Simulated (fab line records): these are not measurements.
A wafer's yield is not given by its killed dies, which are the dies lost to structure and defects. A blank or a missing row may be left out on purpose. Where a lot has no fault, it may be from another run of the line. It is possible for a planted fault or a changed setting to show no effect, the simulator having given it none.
fab line records	flow n5-finfet	part 1 of 2: steps 1 to 22 of 37
record lots=5	wafers=15	last-day=18
route steps=1938 shown WELL_APT@53 PMOS_HMC_CHANNEL_EPI@57 FIN_SAQP@90
lots with no fault: from the same line, run without faults
start-h: the number of hours between the record's first day and the start of the first shown wafer of the lot	wait-h: time in hours since the lot's previous step	" as in the row above	L1.1+2: a row that stands for several wafers	- no value, or no start was given	* or withheld: withheld	< > ~ a bound
route shown NAME@n: NAME is a module with steps in the file, n the number in the route of the first one	usual: mean/standard deviation taken from wafers without a fault	same: alike in all rows	chamber/n: place in a boat	sites: readings site by site	_std_site: the values' standard deviation	_edge_site: the outer-site mean with the inner-site mean subtracted	radius-mm: how far each site lies from the wafer's centre	mask NAME#n: copy n	behind: the last tool/chamber to shape the wafer	hold: the reason the lot was held/the length of the hold in hours/how it ended	device: transistor that didn't switch, given as n, p or np	end of line: tests of these same wafers at the route's end	a step without rows: its recipe alone	killed: the dies lost at the first sort to structure and to defects; this is not the yield of the wafer	map: per-die view of a wafer (x killed, . not killed, _ where there is no die)
set.NAME: the setting that was run; set.NAME@STEP: the one run at that earlier step	model.NAME: the simulator's own value behind a step, which no gauge read
lots at some steps of the route; a table a step, a row a wafer
services: a tool's chamber out of use, with start hour (start-h, from the record's first day; less than 0 if before it), hours out, and reason
## steps
# step N5_WELL_APT_PRECLEAN_39
# recipe chemistry=dHF	time-s=60	dilution=150:1	temp-c=25
lot.wafer	tool	chamber	start-h	wait-h
L079.1+2+3	wet-bench-03	2,5,3	46.10	0.0
L084.1+2+3	wet-bench-03	0,1,7	76.04	0.0
L091.1+4+6	wet-bench-05	5,0,3	118.31	0.0
L096.1+4+5	wet-bench-05	1,3,5	148.46	0.0
L097.1+3+5	wet-bench-02	7,5,1	156.10	0.0
# step N5_WELL_APT_SRD_37
# recipe dry=ipa-marangoni	do-ppb=5	time-s=30	temp-c=23	rinse-liquid=diw
lot.wafer	tool	chamber	start-h	wait-h
L079.1+2+3	wet-bench-03	2,5,3	46.12	0.0
L084.1+2+3	wet-bench-03	0,1,7	76.06	0.0
L091.1+4+6	wet-bench-05	5,0,3	118.32	0.0
L096.1+4+5	wet-bench-05	1,3,5	148.47	0.0
L097.1+3+5	wet-bench-02	7,5,1	156.12	0.0
# step N5_WELL_APT_EPI_41
# recipe material=Si	target-thk-a=500	temp-c=650	precursor=SiH4/H2	pressure-torr=20	time-s=297.7
# usual throttle-valve-pct=11.11/0.16
lot.wafer	tool	chamber	start-h	wait-h	throttle-valve-pct
L079.1	epi-rpcvd-04	0	46.17	0.0	11.40
L079.2	"	0	"	"	11.01
L079.3	"	0	"	"	10.82
L084.1	epi-rpcvd-01	0	76.11	0.0	11.37
L084.2	"	0	"	"	11.09
L084.3	"	0	"	"	10.99
L091.1	epi-rpcvd-04	0	118.37	0.0	11.36
L091.4	"	0	"	"	10.96
L091.6	"	0	"	"	11.13
L096.1	epi-rpcvd-04	0	148.52	0.0	10.77
L096.4	"	0	"	"	11.42
L096.5	"	0	"	"	10.99
L097.1	epi-rpcvd-01	0	156.17	0.0	11.13
L097.3	"	0	"	"	10.89
L097.5	"	0	"	"	11.00
# step N5_WELL_APT_INSPECT_38
# recipe inspect-instrument=darkfield	mode=post-epi
# usual raw-defect-count=13/5.1
lot.wafer	tool	chamber	start-h	wait-h	raw-defect-count
L079.1	defect-inspect-02	-	46.81	0.5	9
L079.2	"	-	"	"	5
L079.3	"	-	"	"	2
L084.1	defect-inspect-02	-	76.75	0.5	16
L084.2	"	-	"	"	15
L084.3	"	-	"	"	12
L091.1	defect-inspect-02	-	119.01	0.5	12
L091.4	"	-	"	"	9
L091.6	"	-	"	"	11
L096.1	defect-inspect-01	-	149.16	0.5	17
L096.4	"	-	"	"	15
L096.5	"	-	"	"	15
L097.1	defect-inspect-02	-	156.80	0.5	10
L097.3	"	-	"	"	10
L097.5	"	-	"	"	7
# step N5_PMOS_HMC_CHANNEL_EPI_HM_DEP_34
# recipe material=SiO2	target-thk-a=360	temp-c=400	precursor=TEOS/O2	pressure-torr=6.5	rf-w=900	teos-flow-sccm=161.4	gas=O2	flow-sccm=2650	time-s=6.9
# usual heater-power-w=606/160	showerhead-plenum-p-Torr=8.35/0.038	throttle-valve-pct=18.6/0.87
lot.wafer	tool	chamber	start-h	wait-h	heater-power-w	showerhead-plenum-p-Torr	throttle-valve-pct
L079.1	pecvd-01	2	46.84	0.0	772	8.32	18.3
L079.2	"	0	"	"	783	8.34	18.0
L079.3	"	1	"	"	634	8.34	18.5
L084.1	pecvd-03	2	76.78	0.0	399	8.33	17.9
L084.2	"	0	"	"	501	8.32	18.3
L084.3	"	1	"	"	636	8.39	19.9
L091.1	pecvd-01	2	119.05	0.0	737	8.31	18.4
L091.4	"	1	"	"	588	8.36	18.6
L091.6	"	2	"	"	747	8.32	18.4
L096.1	pecvd-01	2	149.20	0.0	769	8.33	18.3
L096.4	"	2	"	"	760	8.34	18.2
L096.5	"	1	"	"	625	8.36	18.6
L097.1	pecvd-02	2	156.84	0.0	707	8.40	17.5
L097.3	"	0	"	"	311	8.34	19.8
L097.5	"	1	"	"	730	8.33	19.3
# step N5_PMOS_HMC_CHANNEL_EPI_COAT_31
# recipe resist=BARC	temp-c=205	time-s=60	spin-rpm=1500	resist-thk-nm=66
lot.wafer	tool	chamber	start-h	wait-h
L079.1+2+3	litho-track-01	0	46.90	0.0
L084.1+2+3	litho-track-02	0	76.84	0.0
L091.1+4+6	litho-track-01	0	119.12	0.1
L096.1+4+5	litho-track-03	0	149.25	0.0
L097.1+3+5	litho-track-02	0	156.89	0.0
# step N5_PMOS_HMC_CHANNEL_EPI_COAT_03
# recipe resist=CAR-ArF-block	spin-rpm=1500	resist-thk-nm=205
lot.wafer	tool	chamber	start-h	wait-h
L079.1+2+3	litho-track-01	0	-	-
L084.1+2+3	litho-track-02	0	-	-
L091.1+4+6	litho-track-01	0	-	-
L096.1+4+5	litho-track-03	0	-	-
L097.1+3+5	litho-track-02	0	-	-
# step N5_PMOS_HMC_CHANNEL_EPI_EBR_05
# recipe solvent=PGMEA	ebr-width-mm=1.5
lot.wafer	tool	chamber	start-h	wait-h
L079.1+2+3	litho-track-01	0	-	-
L084.1+2+3	litho-track-02	0	-	-
L091.1+4+6	litho-track-01	0	-	-
L096.1+4+5	litho-track-03	0	-	-
L097.1+3+5	litho-track-02	0	-	-
# step N5_PMOS_HMC_CHANNEL_EPI_SOFTBAKE_04
# recipe temp-c=110	time-s=60	resist=CAR-ArF-block
lot.wafer	tool	chamber	start-h	wait-h
L079.1+2+3	litho-track-01	0	-	-
L084.1+2+3	litho-track-02	0	-	-
L091.1+4+6	litho-track-01	0	-	-
L096.1+4+5	litho-track-03	0	-	-
L097.1+3+5	litho-track-02	0	-	-
# step N5_PMOS_HMC_CHANNEL_EPI_EXPOSE_06
# recipe mask-id=PMOS_HMC_BLK	na=1.35	source-shape=conventional	sigma-outer=0.8	polarization=unpolarized	target-cd-nm=240	dose-mj=41
lot.wafer	tool	chamber	start-h	wait-h	mask
L079.1+2+3	arfi-scanner-02	0	47.00	-	PMOS_HMC_BLK#0
L084.1+2+3	arfi-scanner-01	0	76.94	-	PMOS_HMC_BLK#0
L091.1+4+6	arfi-scanner-01	0	119.34	-	PMOS_HMC_BLK#0
L096.1+4+5	arfi-scanner-03	0	149.48	-	PMOS_HMC_BLK#0
L097.1+3+5	arfi-scanner-03	0	156.99	-	PMOS_HMC_BLK#0
# step N5_PMOS_HMC_CHANNEL_EPI_PEB_07
# recipe peb-temp-c=110	peb-time-s=60	resist=CAR-ArF-block
lot.wafer	tool	chamber	start-h	wait-h
L079.1+2+3	litho-track-02	0	47.05	0.1
L084.1+2+3	litho-track-03	0	76.99	0.1
L091.1+4+6	litho-track-02	0	119.40	0.1
L096.1+4+5	litho-track-02	0	149.54	0.1
L097.1+3+5	litho-track-02	0	157.05	0.1
# step N5_PMOS_HMC_CHANNEL_EPI_DEVELOP_08
# recipe develop-time-s=30	developer=TMAH	resist=CAR-ArF-block	dev-temp-c=23	rinse-liquid=diw	dry=air-spin
lot.wafer	tool	chamber	start-h	wait-h
L079.1+2+3	litho-track-02	0	-	-
L084.1+2+3	litho-track-03	0	-	-
L091.1+4+6	litho-track-02	0	-	-
L096.1+4+5	litho-track-02	0	-	-
L097.1+3+5	litho-track-02	0	-	-
# step N5_PMOS_HMC_CHANNEL_EPI_CD_MEAS_09
# recipe target-cd-nm=237.4	landing-energy-ev=500	detector=se-inlens
# usual cd-nm=237.6/1.1
lot.wafer	tool	chamber	start-h	wait-h	cd-nm
L079.1	cd-sem-02	0	47.12	-	236.9
L079.2	"	0	"	"	238.2
L079.3	"	0	"	"	237.4
L084.1	cd-sem-03	0	77.06	-	239.4
L084.2	"	0	"	"	238.6
L084.3	"	0	"	"	238.3
L091.1	cd-sem-02	0	119.47	-	238.5
L091.4	"	0	"	"	238.1
L091.6	"	0	"	"	238.8
L096.1	cd-sem-01	0	149.61	-	237.6
L096.4	"	0	"	"	238.6
L096.5	"	0	"	"	239.1
L097.1	cd-sem-01	0	157.12	-	238.4
L097.3	"	0	"	"	236.8
L097.5	"	0	"	"	238.8
# step N5_PMOS_HMC_CHANNEL_EPI_OVL_MEAS_10
# recipe points-per-wafer=44
# usual PMOS_HMC_BLK_OVL=0.2/0.71
# same points-per-wafer=44
lot.wafer	tool	chamber	start-h	wait-h	PMOS_HMC_BLK_OVL[nm]
L079.1	overlay-02	0	47.15	0.0	0.3
L079.2	"	0	"	"	0.4
L079.3	"	0	"	"	0.0
L084.1	overlay-01	0	77.09	0.0	-0.1
L084.2	"	0	"	"	0.8
L084.3	"	0	"	"	0.0
L091.1	overlay-01	0	119.50	0.0	0.8
L091.4	"	0	"	"	-1.0
L091.6	"	0	"	"	0.0
L096.1	overlay-02	0	149.64	0.0	-1.7
L096.4	"	0	"	"	-0.2
L096.5	"	0	"	"	0.4
L097.1	overlay-02	0	157.15	0.0	0.0
L097.3	"	0	"	"	-1.1
L097.5	"	0	"	"	-0.1
# step N5_PMOS_HMC_CHANNEL_EPI_INSPECT_11
# recipe mode=adi	inspect-instrument=macro
# usual raw-defect-count=2.0/1.4
lot.wafer	tool	chamber	start-h	wait-h	raw-defect-count
L079.1	defect-inspect-02	-	47.18	0.0	2
L079.2	"	-	"	"	3
L079.3	"	-	"	"	7
L084.1	defect-inspect-01	-	77.12	0.0	2
L084.2	"	-	"	"	1
L084.3	"	-	"	"	0
L091.1	defect-inspect-01	-	119.52	0.0	3
L091.4	"	-	"	"	1
L091.6	"	-	"	"	6
L096.1	defect-inspect-02	-	149.66	0.0	1
L096.4	"	-	"	"	3
L096.5	"	-	"	"	3
L097.1	defect-inspect-02	-	157.17	0.0	1
L097.3	"	-	"	"	2
L097.5	"	-	"	"	0
# step N5_PMOS_HMC_CHANNEL_EPI_DESCUM_14
# recipe chemistry=O2	time-s=7.9	source-power-w=50	bias-power-w=20	pressure-mtorr=20	rf-frequency-hz=2.712e+07	temp-c=40	resist=CAR-ArF-block	o2-flow-sccm=225
# usual chamber-pressure-mTorr=20.002/0.019	drypump-motor-current-A=6.0/0.45	oes-product-au=0.77/0.099	rf-vpp-V=243.1/1.5	showerhead-plenum-p-Torr=2.09/0.083	throttle-valve-pct=20.5/0.32
lot.wafer	tool	chamber	start-h	wait-h	chamber-pressure-mTorr	drypump-motor-current-A	oes-product-au	rf-hours-counter-h	rf-vpp-V	showerhead-plenum-p-Torr	throttle-valve-pct
L079.1	rie-diel-01	3	47.41	0.2	19.985	6.0	0.69	189	242.1	2.00	20.4
L079.2	"	1	"	"	19.970	5.5	0.77	143	244.3	2.21	20.8
L079.3	"	0	"	"	19.995	5.6	0.66	243	243.3	2.13	20.0
L084.1	rie-diel-01	3	77.15	0.0	19.980	6.0	0.68	198	241.8	1.99	20.4
L084.2	"	1	"	"	19.997	5.5	0.75	151	243.9	2.21	20.8
L084.3	"	2	"	"	20.001	5.4	0.75	177	241.6	1.97	20.2
L091.1	rie-diel-06	2	119.55	0.0	20.001	6.1	0.73	169	241.9	2.02	20.9
L091.4	"	3	"	"	19.981	5.8	0.96	9	242.3	2.07	20.4
L091.6	"	0	"	"	20.009	6.8	0.72	-	245.2	2.19	20.6
L096.1	rie-diel-01	1	150.46	0.8	19.976	5.5	0.74	174	245.1	2.20	20.8
L096.4	"	2	"	"	20.010	5.4	0.73	200	241.4	1.96	20.2
L096.5	"	0	"	"	20.046	5.7	0.89	-	243.8	2.12	19.7
L097.1	rie-diel-01	0	158.15	1.0	19.983	5.7	0.88	21	243.3	2.12	19.6
L097.3	"	3	"	"	19.983	6.0	0.66	225	240.8	1.99	20.4
L097.5	"	1	"	"	20.022	5.5	0.73	-	243.3	2.20	20.8
# step N5_PMOS_HMC_CHANNEL_EPI_ETCH_32
# recipe chemistry=N2/H2	target=BARC	stop-on=SiO2	target-depth-a=858	over-etch-frac=0.3	time-s=50.3	ion-energy-ev=200	mask-material=CAR-ArF-block	pressure-mtorr=30	source-w=840	bias-w=150	n2-flow-sccm=200	h2-flow-sccm=200
# usual chamber-pressure-mTorr=29.999/0.026	drypump-motor-current-A=6.0/0.45	oes-product-au=0.67/0.083	rf-vpp-V=523.4/2.7	showerhead-plenum-p-Torr=2.53/0.093	throttle-valve-pct=17.92/0.3
lot.wafer	tool	chamber	start-h	wait-h	chamber-pressure-mTorr	drypump-motor-current-A	oes-product-au	rf-hours-counter-h	rf-vpp-V	showerhead-plenum-p-Torr	throttle-valve-pct
L079.1	rie-diel-01	3	47.45	0.0	29.971	6.1	0.60	189	521.6	2.43	17.84
L079.2	"	1	"	"	29.983	5.5	0.66	143	527.2	2.65	18.00
L079.3	"	0	"	"	29.993	5.6	0.57	243	524.7	2.61	17.68
L084.1	rie-diel-01	3	77.18	0.0	29.999	6.0	0.60	198	521.0	2.43	17.84
L084.2	"	1	"	"	30.025	5.5	0.65	151	526.7	2.65	18.02
L084.3	"	2	"	"	30.024	5.4	0.64	177	520.7	2.42	17.80
L091.1	rie-diel-06	2	119.59	0.0	30.031	6.1	0.63	169	522.1	2.45	18.47
L091.4	"	3	"	"	29.948	5.8	0.81	9	523.6	2.49	17.68
L091.6	"	0	"	"	30.022	6.7	0.63	-	525.8	2.64	17.93
L096.1	rie-diel-01	1	150.50	0.0	29.959	5.5	0.64	174	526.9	2.64	18.07
L096.4	"	2	"	"	29.986	5.4	0.62	200	522.2	2.41	17.85
L096.5	"	0	"	"	29.975	5.6	0.79	-	525.8	2.60	17.27
L097.1	rie-diel-01	0	158.19	0.0	29.980	5.7	0.78	21	525.6	2.60	17.28
L097.3	"	3	"	"	29.997	6.1	0.59	225	519.6	2.42	17.88
L097.5	"	1	"	"	30.054	5.5	0.64	-	525.8	2.64	18.07
# step N5_PMOS_HMC_CHANNEL_EPI_HM_OPEN_15
# recipe chemistry=CHF3/O2	target=SiO2	mask-material=CAR-ArF-block	target-depth-a=406	CHF3_flow_sccm=50	O2_flow_sccm=5	Ar_flow_sccm=200	time-s=20.3	pressure-mtorr=30	source-w=650	bias-w=170	ion-energy-ev=200
# usual chamber-pressure-mTorr=29.999/0.028	drypump-motor-current-A=6.0/0.45	oes_o_777_au=0.78/0.096	oes-product-au=0.77/0.099	rf-vpp-V=527/12	showerhead-plenum-p-Torr=2.39/0.084	throttle-valve-pct=18.88/0.23
lot.wafer	tool	chamber	start-h	wait-h	chamber-pressure-mTorr	drypump-motor-current-A	oes_o_777_au	oes-product-au	rf-hours-counter-h	rf-vpp-V	showerhead-plenum-p-Torr	throttle-valve-pct
L079.1	rie-diel-01	3	47.49	0.0	30.028	6.0	0.70	0.69	189	520	2.28	18.73
L079.2	"	1	"	"	29.989	5.5	0.80	0.76	143	518	2.51	19.01
L079.3	"	0	"	"	29.992	5.7	0.64	0.67	243	533	2.49	18.81
L084.1	rie-diel-01	3	77.23	0.0	29.990	6.0	0.69	0.68	198	523	2.28	18.75
L084.2	"	1	"	"	30.038	5.5	0.80	0.76	151	519	2.50	19.00
L084.3	"	2	"	"	29.998	5.4	0.72	0.74	177	546	2.30	18.80
L091.1	rie-diel-06	2	119.63	0.0	30.031	6.2	0.74	0.71	169	545	2.30	19.28
L091.4	"	3	"	"	30.012	5.7	0.94	0.93	9	522	2.37	18.73
L091.6	"	0	"	"	30.035	6.7	0.75	0.71	-	510	2.48	18.85
L096.1	rie-diel-01	1	150.54	0.0	30.006	5.5	0.77	0.73	174	517	2.49	19.05
L096.4	"	2	"	"	29.967	5.4	0.70	0.73	200	544	2.30	18.87
L096.5	"	0	"	"	29.972	5.7	0.89	0.91	-	532	2.48	18.42
L097.1	rie-diel-01	0	158.23	0.0	30.015	5.6	0.87	0.92	21	530	2.48	18.42
L097.3	"	3	"	"	29.990	6.0	0.67	0.66	225	521	2.27	18.78
L097.5	"	1	"	"	30.054	5.5	0.77	0.73	-	518	2.49	19.07
# step N5_PMOS_HMC_CHANNEL_EPI_STRIP_33
# recipe chemistry=N2/H2	power-w=500	temp-c=40	pressure-mtorr=50	rf-frequency-hz=6e+07	overash-fraction=0.3	bias-power-w=8	h2-frac=0.5	n2-flow-sccm=300	h2-flow-sccm=300
# usual chamber-pressure-mTorr=50.01/0.093	drypump-motor-current-A=6.0/0.45	oes-product-au=0.77/0.099	rf-vpp-V=54.2/1.7	showerhead-plenum-p-Torr=3.34/0.12	throttle-valve-pct=19.0/0.43
# same overash-fraction=0.3
lot.wafer	tool	chamber	start-h	wait-h	chamber-pressure-mTorr	drypump-motor-current-A	oes-product-au	rf-hours-counter-h	rf-vpp-V	showerhead-plenum-p-Torr	throttle-valve-pct
L079.1	rie-diel-01	3	47.54	0.0	50.06	6.1	0.71	189	53.7	3.22	18.8
L079.2	"	1	"	"	50.04	5.5	0.76	143	55.1	3.50	19.1
L079.3	"	0	"	"	50.11	5.7	0.66	243	53.6	3.45	18.7
L084.1	rie-diel-01	3	77.28	0.0	50.27	6.0	0.69	198	55.9	3.21	18.8
L084.2	"	1	"	"	50.04	5.5	0.76	151	55.2	3.49	19.1
L084.3	"	2	"	"	49.92	5.5	0.75	177	54.5	3.20	18.9
L091.1	rie-diel-06	2	119.69	0.0	49.97	6.1	0.73	169	54.6	3.24	20.0
L091.4	"	3	"	"	49.93	5.8	0.97	9	54.3	3.29	19.0
L091.6	"	0	"	"	50.00	6.8	0.71	-	53.9	3.48	18.8
L096.1	rie-diel-01	1	150.59	0.0	50.09	5.5	0.73	174	54.1	3.48	19.1
L096.4	"	2	"	"	49.97	5.4	0.73	200	54.6	3.19	18.9
L096.5	"	0	"	"	50.01	5.7	0.89	-	54.5	3.43	18.3
L097.1	rie-diel-01	0	158.29	0.0	50.06	5.6	0.91	21	54.8	3.43	18.3
L097.3	"	3	"	"	49.82	6.0	0.66	225	53.5	3.20	18.9
L097.5	"	1	"	"	50.02	5.5	0.74	-	55.5	3.48	19.1
# step N5_PMOS_HMC_CHANNEL_EPI_STRIP_17
# recipe chemistry=SPM	time-s=750	temp-c=130	h2so4-h2o2-vol-ratio=4	dry=ipa-marangoni
lot.wafer	tool	chamber	start-h	wait-h
L079.1+2+3	wet-bench-04	1,2,0	47.61	-
L084.1+2+3	wet-bench-01	3,5,2	77.35	-
L091.1+4+6	wet-bench-06	7,0,2	119.75	-
L096.1+4+5	wet-bench-06	0,7,2	150.66	-
L097.1+3+5	wet-bench-06	5,3,1	158.35	-
# step N5_PMOS_HMC_CHANNEL_EPI_ETCH_38
# recipe chemistry=CF4	target=SiO2	target-depth-a=15	ion-energy-ev=350	pressure-mtorr=10	icp-w=800	bias-w=400	cf4-flow-sccm=80
# usual chamber-pressure-mTorr=10.000/0.0091	drypump-motor-current-A=5.5/0.43	oes-product-au=1.001/0.028	throttle-valve-pct=21.6/0.32
lot.wafer	tool	chamber	start-h	wait-h	chamber-pressure-mTorr	drypump-motor-current-A	oes-product-au	rf-hours-counter-h	throttle-valve-pct
L079.1	rie-si-02	0	47.85	0.0	10.006	5.3	1.022	16	21.5
L079.2	"	3	"	"	9.990	5.4	1.020	81	21.3
L079.3	"	1	"	"	9.987	4.9	0.981	55	22.2
L084.1	rie-si-05	2	77.59	0.0	10.016	5.2	0.961	101	21.6
L084.2	"	0	"	"	9.994	6.0	0.992	80	22.2
L084.3	"	3	"	"	10.005	6.3	0.979	151	21.7
L091.1	rie-si-01	3	119.99	0.0	9.993	6.7	1.044	196	21.5
L091.4	"	0	"	"	10.000	5.6	1.031	87	22.0
L091.6	"	3	"	"	10.000	6.7	1.049	-	21.4
L096.1	rie-si-02	0	151.10	0.0	10.002	5.4	1.022	18	21.5
L096.4	"	2	"	"	10.011	5.3	0.977	114	21.4
L096.5	"	3	"	"	9.993	5.3	1.020	-	21.3
L097.1	rie-si-05	2	158.59	0.0	10.003	5.2	0.968	102	21.6
L097.3	"	0	"	"	10.008	6.0	0.983	82	22.2
L097.5	"	2	"	"	9.988	5.2	0.955	-	21.6
# step N5_PMOS_HMC_CHANNEL_EPI_FIN_RECESS_16
# recipe chemistry=HBr/Cl2	target=Si	mask-material=SiO2	target-depth-a=540	time-s=18	pressure-mtorr=10	icp-w=800	bias-w=75	HBr_flow_sccm=150	Cl2_flow_sccm=80
# usual chamber-pressure-mTorr=9.999/0.0094	drypump-motor-current-A=5.5/0.43	oes-product-au=1.003/0.02	throttle-valve-pct=35.4/0.45
lot.wafer	tool	chamber	start-h	wait-h	chamber-pressure-mTorr	drypump-motor-current-A	oes-product-au	rf-hours-counter-h	throttle-valve-pct
L079.1	rie-si-02	0	47.87	0.0	9.993	5.3	1.020	16	35.6
L079.2	"	3	"	"	10.011	5.4	1.025	81	34.9
L079.3	"	1	"	"	9.997	4.9	0.997	55	36.2
L084.1	rie-si-05	2	77.61	0.0	10.023	5.2	0.970	101	34.9
L084.2	"	0	"	"	10.002	6.0	1.001	80	35.9
L084.3	"	3	"	"	10.010	6.4	0.993	151	35.5
L091.1	rie-si-01	3	120.01	0.0	9.991	6.7	1.028	196	34.8
L091.4	"	0	"	"	10.010	5.6	1.022	87	35.9
L091.6	"	3	"	"	9.997	6.7	1.034	-	34.8
L096.1	rie-si-02	0	151.12	0.0	9.993	5.3	1.031	18	35.6
L096.4	"	2	"	"	10.003	5.3	0.996	114	35.1
L096.5	"	3	"	"	9.993	5.3	1.015	-	34.9
L097.1	rie-si-05	2	158.61	0.0	9.991	5.2	0.967	102	35.0
L097.3	"	0	"	"	10.002	6.0	1.002	82	35.9
L097.5	"	2	"	"	9.989	5.2	0.960	-	35.0
